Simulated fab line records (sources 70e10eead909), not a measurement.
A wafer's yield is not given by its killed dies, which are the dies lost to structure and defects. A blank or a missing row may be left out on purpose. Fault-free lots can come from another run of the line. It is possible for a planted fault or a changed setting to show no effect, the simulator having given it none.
fab line records    flow nand-harc    part 1 of 2: steps 1 to 3 of 6
[record] lots = 24  wafers = 72  last-day = 33
route steps=1302 shown P_ZERO_WELL@16 P_GATE@132 P_CONTACT@218
lots that met no fault: taken from a fault-free run of the same line
start-h: the number of hours between the record's first day and the start of the first shown wafer of the lot    wait-h: how many hours have passed since the lot's step before this one    " unchanged from the row above    L1.1+2: a single row standing in for several wafers    - no value, or no start given    * or withheld: withheld    < > ~ a bound
route shown NAME@n: names a module that has steps shown in the file, with the first one's number in the route    usual: mean/standard deviation of fault-free wafers    same: alike in all rows    chamber/n: place in a boat    sites: the reading at each site    _std_site: the values' standard deviation    _edge_site: inner sites' mean taken away from outer sites' mean    radius-mm: for every site, how far away it sits from the centre of the wafer    mask NAME#n: copy n    behind: the tool/chamber that last shaped the wafer    hold: the reason the lot was held/the length of the hold in hours/how it ended    device: transistor that didn't switch, given as n, p or np    end of line: the same wafers' tests at the end of the route    where a step has no rows: the recipe by itself    killed: dies lost to structure and defects at the first sort, not the wafer's yield    map: per-die view of a wafer (x killed, . not killed, _ where there is no die)
set.NAME: the setting the step ran with; set.NAME@STEP: the setting that earlier step ran with    model.NAME: the simulator's own value behind a step, which no gauge read
the route's steps for a sample of lots (tables are steps, rows are wafers)
services: a tool's chamber out of use, with start hour (start-h, from the record's first day; less than 0 if before it), hours out, and reason
[[steps]]
[step NHARC_P_ZERO_WELL_DESCUM_13]
[recipe] time-s = 3  o2-flow-sccm = 200  ar-flow-sccm = 0  bias-power-w = 0  chemistry = O2
[usual] drypump-motor-current-A = 5.8/0.43  oes-product-au = 0.999/0.0093  rf-vpp-V = 57.8/0.76  showerhead-plenum-p-Torr = 1.89/0.075  throttle-valve-pct = 11.311/0.0089
[same] time-s = 3
lot.wafer  tool         chamber  start-h  wait-h  drypump-motor-current-A  oes-product-au  rf-hours-counter-h  rf-vpp-V  showerhead-plenum-p-Torr  throttle-valve-pct
L074.4     rie-diel-04  1        21.40    -       4.8                      0.983           2                   57.7      2.06                      11.308
L074.5     "            0        "        "       6.1                      0.993           -                   58.6      2.02                      11.308
L074.6     "            1        "        "       4.8                      0.987           -                   55.7      2.06                      11.322
L075.1     rie-diel-08  0        31.41    -       5.5                      0.986           5                   58.4      1.97                      11.307
L075.2     "            2        "        "       5.4                      0.995           4                   58.1      1.95                      11.319
L075.6     "            3        "        "       5.5                      1.006           -                   57.5      1.87                      11.303
L076.4     rie-diel-04  3        41.41    -       6.4                      0.994           8                   58.4      1.89                      11.323
L076.2     "            0        "        "       6.1                      0.989           10                  56.5      2.02                      11.310
L076.6     "            2        "        "       6.0                      1.011           -                   57.9      1.79                      11.322
L077.4     rie-diel-13  1        51.29    -       5.5                      0.996           21                  57.5      1.81                      11.295
L077.1     "            3        "        "       6.6                      1.000           19                  57.3      1.83                      11.307
L077.6     "            0        "        "       5.9                      0.989           -                   57.6      1.88                      11.319
L078.2     rie-diel-08  0        61.60    -       5.5                      0.997           14                  58.4      1.97                      11.311
L078.4     "            1        "        "       5.9                      0.987           14                  57.1      1.92                      11.306
L078.3     "            3        "        "       5.5                      1.005           11                  57.9      1.87                      11.318
L079.4     rie-diel-13  0        71.41    -       5.9                      0.996           27                  57.8      1.88                      11.296
L079.2     "            1        "        "       5.5                      1.009           28                  57.5      1.80                      11.315
L079.6     "            2        "        "       5.9                      1.013           -                   58.0      1.96                      11.302
L080.2     rie-diel-04  0        81.41    -       6.1                      0.996           23                  57.7      2.01                      11.331
L080.6     "            3        "        "       6.3                      0.996           -                   57.6      1.89                      11.311
L080.5     "            0        "        "       6.1                      1.004           -                   58.8      2.01                      11.311
L081.1     rie-diel-08  0        91.41    -       5.6                      0.991           20                  57.9      1.96                      11.316
L081.6     "            3        "        "       5.5                      1.013           -                   58.2      1.87                      11.329
L081.5     "            0        "        "       5.6                      0.998           -                   57.4      1.97                      11.309
L082.4     rie-diel-13  3        101.40   -       6.6                      1.009           34                  58.0      1.82                      11.309
L082.1     "            2        "        "       5.9                      1.004           39                  56.7      1.95                      11.298
L082.6     "            3        "        "       6.6                      1.005           -                   57.8      1.82                      11.302
L083.3     rie-diel-13  3        111.40   -       6.5                      1.006           36                  58.3      1.82                      11.311
L083.2     "            1        "        "       5.5                      1.002           44                  57.8      1.80                      11.295
L083.4     "            2        "        "       5.9                      1.003           42                  58.1      1.95                      11.313
L084.1     rie-diel-13  2        121.41   -       5.9                      0.999           44                  58.5      1.95                      11.301
L084.3     "            3        "        "       6.6                      0.985           39                  58.6      1.82                      11.320
L084.5     "            1        "        "       5.5                      0.997           -                   56.1      1.80                      11.298
L085.4     rie-diel-04  3        131.40   -       6.4                      0.988           39                  57.0      1.88                      11.303
L085.2     "            1        "        "       4.8                      0.993           48                  58.5      2.04                      11.301
L085.5     "            3        "        "       6.4                      0.992           -                   57.6      1.88                      11.309
L086.1     rie-diel-08  0        141.67   -       5.5                      0.996           35                  58.2      1.96                      11.327
L086.5     "            3        "        "       5.5                      1.007           -                   58.0      1.86                      11.301
L086.6     "            0        "        "       5.6                      0.990           -                   57.8      1.96                      11.320
L087.3     rie-diel-08  0        151.55   -       5.5                      0.991           37                  58.4      1.96                      11.319
L087.1     "            1        "        "       5.9                      0.999           40                  56.4      1.91                      11.323
L087.5     "            3        "        "       5.5                      1.017           -                   57.0      1.86                      11.329
L088.2     rie-diel-08  0        161.41   -       5.5                      0.996           41                  59.0      1.96                      11.318
L088.4     "            1        "        "       5.9                      0.997           42                  56.5      1.91                      11.301
L088.6     "            0        "        "       5.5                      0.994           -                   57.2      1.96                      11.306
L089.3     rie-diel-04  2        171.52   -       6.0                      1.002           58                  58.2      1.77                      11.303
L089.2     "            0        "        "       6.1                      0.991           47                  57.2      2.00                      11.314
L089.6     "            2        "        "       6.0                      1.004           -                   58.2      1.78                      11.321
L090.1     rie-diel-13  1        181.40   -       5.5                      0.992           5                   57.0      1.79                      11.321
L090.4     "            2        "        "       5.9                      0.998           5                   58.3      1.95                      11.313
L090.5     "            0        "        "       5.9                      0.992           -                   57.5      1.87                      11.308
L091.2     rie-diel-13  2        191.39   -       5.9                      1.010           8                   56.9      1.95                      11.320
L091.4     "            3        "        "       6.6                      1.006           6                   57.9      1.81                      11.307
L091.3     "            1        "        "       5.5                      1.002           8                   56.9      1.79                      11.322
L092.4     rie-diel-08  2        201.41   -       5.4                      1.015           0                   59.3      1.93                      11.308
L092.5     "            0        "        "       5.5                      1.005           -                   56.8      1.95                      11.320
L092.6     "            1        "        "       5.9                      1.019           -                   58.9      1.91                      11.316
L093.3     rie-diel-13  1        211.46   -       5.5                      1.008           15                  57.1      1.79                      11.312
L093.2     "            2        "        "       5.9                      0.992           14                  57.8      1.94                      11.313
L093.6     "            1        "        "       5.5                      0.998           -                   57.4      1.79                      11.307
L094.1     rie-diel-04  2        221.43   -       6.1                      1.027           10                  58.2      1.77                      11.316
L094.4     "            1        "        "       4.8                      0.990           9                   58.1      2.03                      11.310
L094.5     "            3        "        "       6.4                      1.014           -                   58.0      1.88                      11.314
L095.1     rie-diel-08  3        231.40   -       5.5                      0.987           11                  57.8      1.85                      11.323
L095.4     "            0        "        "       5.5                      0.998           11                  58.4      1.95                      11.300
L095.3     "            1        "        "       5.9                      1.007           8                   56.2      1.91                      11.312
L096.3     rie-diel-13  1        241.27   -       5.5                      0.995           27                  57.6      1.79                      11.317
L096.1     "            2        "        "       5.9                      0.998           27                  57.5      1.94                      11.307
L096.6     "            1        "        "       5.5                      1.002           -                   58.4      1.79                      11.316
L097.2     rie-diel-13  2        251.28   -       5.9                      1.015           29                  56.3      1.94                      11.315
L097.4     "            1        "        "       5.5                      0.994           29                  56.4      1.78                      11.319
L097.5     "            2        "        "       5.9                      1.010           -                   58.3      1.94                      11.298
[step NHARC_P_ZERO_WELL_ETCH_62]
[recipe] target-depth-a = 130  time-s = 6.5  chf3-flow-sccm = 50  ar-flow-sccm = 200  rf-w = 500  bias-w = 200  chemistry = CHF3/Ar
[usual] drypump-motor-current-A = 5.8/0.44  oes-product-au = 0.961/0.019  rf-fwd-power-W = 488.1/2.2  rf-vpp-V = 370.2/2.1  showerhead-plenum-p-Torr = 2.33/0.091  throttle-valve-pct = 20.217/0.009
[same] time-s = 6.5
lot.wafer  tool         chamber  start-h  wait-h  drypump-motor-current-A  oes-product-au  rf-fwd-power-W  rf-hours-counter-h  rf-vpp-V  showerhead-plenum-p-Torr  throttle-valve-pct
L074.4     rie-diel-04  2        -        -       6.0                      0.990           490.5           2                   366.6     2.20                      20.226
L074.5     "            0        "        "       6.1                      0.954           486.4           -                   372.6     2.47                      20.207
L074.6     "            1        "        "       4.8                      0.955           488.8           -                   372.8     2.51                      20.219
L075.2     rie-diel-08  0        -        -       5.5                      0.939           487.9           6                   372.1     2.41                      20.217
L075.1     "            2        "        "       5.4                      0.967           490.2           4                   371.6     2.39                      20.219
L075.6     "            0        "        "       5.5                      0.943           486.4           -                   372.6     2.41                      20.231
L076.2     rie-diel-04  0        -        -       6.1                      0.970           488.1           10                  372.8     2.46                      20.213
L076.4     "            1        "        "       4.8                      0.970           486.7           11                  374.6     2.51                      20.229
L076.6     "            0        "        "       6.1                      0.962           485.9           -                   372.8     2.46                      20.220
L077.4     rie-diel-13  1        -        -       5.5                      0.957           488.8           22                  365.7     2.22                      20.212
L077.1     "            3        "        "       6.5                      0.944           485.0           19                  369.0     2.24                      20.223
L077.6     "            0        "        "       5.9                      0.923           485.6           -                   368.9     2.31                      20.201
L078.2     rie-diel-08  2        -        -       5.5                      0.999           490.5           11                  371.0     2.38                      20.231
L078.4     "            3        "        "       5.5                      0.995           488.1           11                  369.8     2.29                      20.221
L078.3     "            0        "        "       5.6                      0.965           487.1           14                  372.0     2.41                      20.220
L079.4     rie-diel-13  0        -        -       5.9                      0.929           487.6           27                  368.7     2.31                      20.241
L079.2     "            1        "        "       5.5                      0.922           484.9           28                  369.0     2.21                      20.228
L079.6     "            3        "        "       6.6                      0.932           488.8           -                   367.8     2.24                      20.203
L080.2     rie-diel-04  1        -        -       4.8                      0.946           489.7           26                  374.6     2.50                      20.219
L080.5     "            0        "        "       6.1                      0.945           486.6           -                   373.7     2.46                      20.219
L080.6     "            1        "        "       4.8                      0.942           488.5           -                   373.6     2.50                      20.211
L081.1     rie-diel-08  2        -        -       5.4                      0.980           487.5           19                  371.1     2.38                      20.214
L081.5     "            1        "        "       5.9                      0.966           493.6           -                   371.5     2.35                      20.224
L081.6     "            2        "        "       5.4                      0.983           486.5           -                   371.1     2.38                      20.216
L082.1     rie-diel-13  3        -        -       6.5                      0.961           488.4           34                  368.2     2.24                      20.216
L082.4     "            0        "        "       5.9                      0.951           485.9           35                  368.3     2.30                      20.197
L082.6     "            2        "        "       5.9                      0.991           488.4           -                   372.2     2.39                      20.213
L083.4     rie-diel-13  0        -        -       5.9                      0.936           489.7           38                  368.7     2.30                      20.217
L083.2     "            1        "        "       5.5                      0.975           488.0           44                  367.8     2.21                      20.213
L083.3     "            2        "        "       5.9                      0.978           487.8           42                  372.3     2.39                      20.213
L084.1     rie-diel-13  0        -        -       5.9                      0.938           486.5           41                  369.7     2.30                      20.220
L084.3     "            1        "        "       5.5                      0.958           487.5           46                  367.9     2.21                      20.218
L084.5     "            3        "        "       6.5                      0.963           486.5           -                   367.2     2.23                      20.209
L085.2     rie-diel-04  2        -        -       6.0                      0.968           485.7           46                  367.0     2.19                      20.227
L085.4     "            3        "        "       6.3                      0.959           491.7           39                  368.6     2.31                      20.221
L085.5     "            0        "        "       6.1                      0.971           487.6           -                   374.7     2.45                      20.206
L086.1     rie-diel-08  0        -        -       5.5                      0.968           486.6           35                  371.8     2.40                      20.217
L086.6     "            1        "        "       5.9                      0.973           490.5           -                   371.8     2.35                      20.216
L086.5     "            2        "        "       5.4                      0.981           488.7           -                   372.0     2.37                      20.216
L087.1     rie-diel-08  1        -        -       5.9                      0.932           492.8           40                  371.4     2.35                      20.211
L087.3     "            2        "        "       5.5                      0.940           489.7           39                  372.0     2.37                      20.229
L087.5     "            1        "        "       5.9                      0.929           489.5           -                   369.8     2.35                      20.221
L088.2     rie-diel-08  0        -        -       5.6                      0.968           487.0           41                  372.1     2.40                      20.210
L088.4     "            1        "        "       5.9                      0.967           490.1           42                  372.3     2.34                      20.226
L088.6     "            3        "        "       5.5                      0.993           488.7           -                   367.4     2.28                      20.223
L089.3     rie-diel-04  1        -        -       4.8                      0.948           484.2           61                  373.1     2.49                      20.215
L089.2     "            2        "        "       6.1                      0.965           484.0           58                  365.4     2.18                      20.218
L089.6     "            1        "        "       4.8                      0.953           485.0           -                   373.1     2.49                      20.210
L090.1     rie-diel-13  3        -        -       6.6                      0.971           487.8           3                   368.2     2.23                      20.196
L090.4     "            0        "        "       5.9                      0.960           487.8           3                   368.3     2.30                      20.224
L090.5     "            1        "        "       5.5                      0.961           487.9           -                   367.4     2.20                      20.212
L091.4     rie-diel-13  0        -        -       5.9                      0.987           489.3           6                   369.0     2.29                      20.228
L091.3     "            1        "        "       5.5                      0.979           487.6           8                   367.1     2.20                      20.207
L091.2     "            2        "        "       5.9                      0.971           488.2           8                   372.0     2.38                      20.217
L092.4     rie-diel-08  3        -        -       5.5                      0.980           486.9           0                   368.2     2.28                      20.224
L092.6     "            1        "        "       5.9                      0.956           491.8           -                   370.9     2.34                      20.227
L092.5     "            2        "        "       5.4                      0.981           486.5           -                   371.2     2.37                      20.215
L093.3     rie-diel-13  1        -        -       5.5                      0.960           490.6           15                  369.1     2.20                      20.214
L093.2     "            2        "        "       5.9                      0.942           490.1           14                  371.7     2.38                      20.202
L093.6     "            1        "        "       5.5                      0.949           489.1           -                   366.8     2.20                      20.231
L094.4     rie-diel-04  1        -        -       4.8                      0.968           487.5           9                   374.0     2.48                      20.209
L094.1     "            3        "        "       6.4                      0.971           490.9           9                   368.9     2.30                      20.215
L094.5     "            1        "        "       4.8                      0.969           483.9           -                   373.3     2.49                      20.216
L095.4     rie-diel-08  2        -        -       5.4                      0.972           486.4           9                   371.4     2.36                      20.209
L095.3     "            0        "        "       5.5                      0.985           485.9           11                  371.8     2.39                      20.221
L095.1     "            1        "        "       5.9                      0.992           493.6           8                   370.7     2.34                      20.220
L096.3     rie-diel-13  3        -        -       6.6                      0.985           484.4           25                  369.3     2.22                      20.228
L096.1     "            2        "        "       5.9                      0.971           488.8           27                  370.4     2.37                      20.220
L096.6     "            3        "        "       6.6                      0.977           486.8           -                   367.7     2.22                      20.209
L097.2     rie-diel-13  3        -        -       6.6                      0.920           487.7           26                  369.7     2.22                      20.226
L097.4     "            1        "        "       5.5                      0.923           487.2           29                  368.2     2.19                      20.226
L097.5     "            2        "        "       5.9                      0.928           488.5           -                   371.6     2.37                      20.208
[step NHARC_P_GATE_DEP_103]
[recipe] target-thk-a = 300  target-thk-nm = 30  temp-c = 400  flow-sccm = 200  rf-w = 350  material = SiON
[usual] heater-power-w = 691/78  rf-fwd-power-W = 348.2/1.2
lot.wafer  tool      chamber  start-h  wait-h  heater-power-w  rf-fwd-power-W
L074.5     pecvd-03  2        95.83    0.6     673             348.3
L074.6     "         0        "        "       544             349.0
L074.4     "         1        "        "       663             348.2
L075.1     pecvd-03  2        110.58   0.6     658             346.9
L075.2     "         1        "        "       768             349.8
L075.6     "         1        "        "       766             346.6
L076.2     pecvd-04  1        115.02   0.5     657             348.8
L076.6     "         0        "        "       567             346.6
L076.4     "         2        "        "       735             350.9
L077.1     pecvd-04  1        128.07   0.6     648             348.8
L077.6     "         2        "        "       679             348.5
L077.4     "         1        "        "       632             348.9
L078.3     pecvd-04  1        131.35   0.3     682             348.4
L078.2     "         2        "        "       715             349.5
L078.4     "         1        "        "       678             348.1
L079.2     pecvd-04  0        144.21   0.5     623             349.5
L079.6     "         2        "        "       697             348.7
L079.4     "         1        "        "       579             349.1
L080.2     pecvd-03  1        154.31   0.5     689             346.7
L080.5     "         1        "        "       669             347.8
L080.6     "         2        "        "       736             348.8
L081.1     pecvd-02  1        169.81   0.6     726             348.3
L081.5     "         0        "        "       692             347.0
L081.6     "         1        "        "       732             349.1
L082.1     pecvd-04  1        178.19   0.6     675             346.6
L082.6     "         1        "        "       675             347.2
L082.4     "         2        "        "       731             349.6
L083.2     pecvd-02  1        181.69   0.5     642             347.6
L083.3     "         0        "        "       759             346.1
L083.4     "         0        "        "       745             346.1
L084.1     pecvd-02  0        204.23   0.6     764             347.4
L084.3     "         1        "        "       710             349.6
L084.5     "         2        "        "       799             347.7
L085.2     pecvd-03  1        206.84   0.5     713             346.4
L085.4     "         2        "        "       710             348.4
L085.5     "         0        "        "       598             349.1
L086.1     pecvd-04  2        213.68   0.6     686             349.0
L086.5     "         2        "        "       680             349.1
L086.6     "         0        "        "       537             345.5
L087.3     pecvd-04  1        229.52   0.4     659             347.1
L087.1     "         0        "        "       629             348.2
L087.5     "         2        "        "       719             349.5
L088.2     pecvd-04  0        244.06   0.5     614             351.3
L088.4     "         0        "        "       620             350.7
L088.6     "         2        "        "       753             348.0
L089.2     pecvd-02  1        244.24   0.5     749             350.6
L089.3     "         2        "        "       764             347.4
L089.6     "         0        "        "       850             346.8
L090.1     pecvd-02  1        262.71   0.8     739             348.6
L090.4     "         0        "        "       872             348.7
L090.5     "         2        "        "       768             348.5
L091.2     pecvd-02  1        266.74   0.6     748             347.7
L091.3     "         0        "        "       855             346.9
L091.4     "         1        "        "       733             348.3
L092.4     pecvd-04  0        286.61   0.3     628             349.6
L092.5     "         1        "        "       605             349.1
L092.6     "         2        "        "       653             348.8
L093.2     pecvd-03  2        291.05   0.5     762             349.5
L093.3     "         1        "        "       672             347.8
L093.6     "         1        "        "       677             347.3
L094.1     pecvd-02  1        297.09   0.6     747             347.4
L094.4     "         2        "        "       693             348.4
L094.5     "         1        "        "       763             347.5
L095.3     pecvd-02  1        301.50   0.3     730             347.5
L095.1     "         0        "        "       883             348.1
L095.4     "         1        "        "       749             348.0
L096.1     pecvd-04  0        316.04   0.6     564             347.9
L096.3     "         1        "        "       567             348.5
L096.6     "         2        "        "       673             348.6
L097.2     pecvd-03  0        326.09   0.5     652             349.7
L097.4     "         2        "        "       625             349.8
L097.5     "         1        "        "       695             346.9
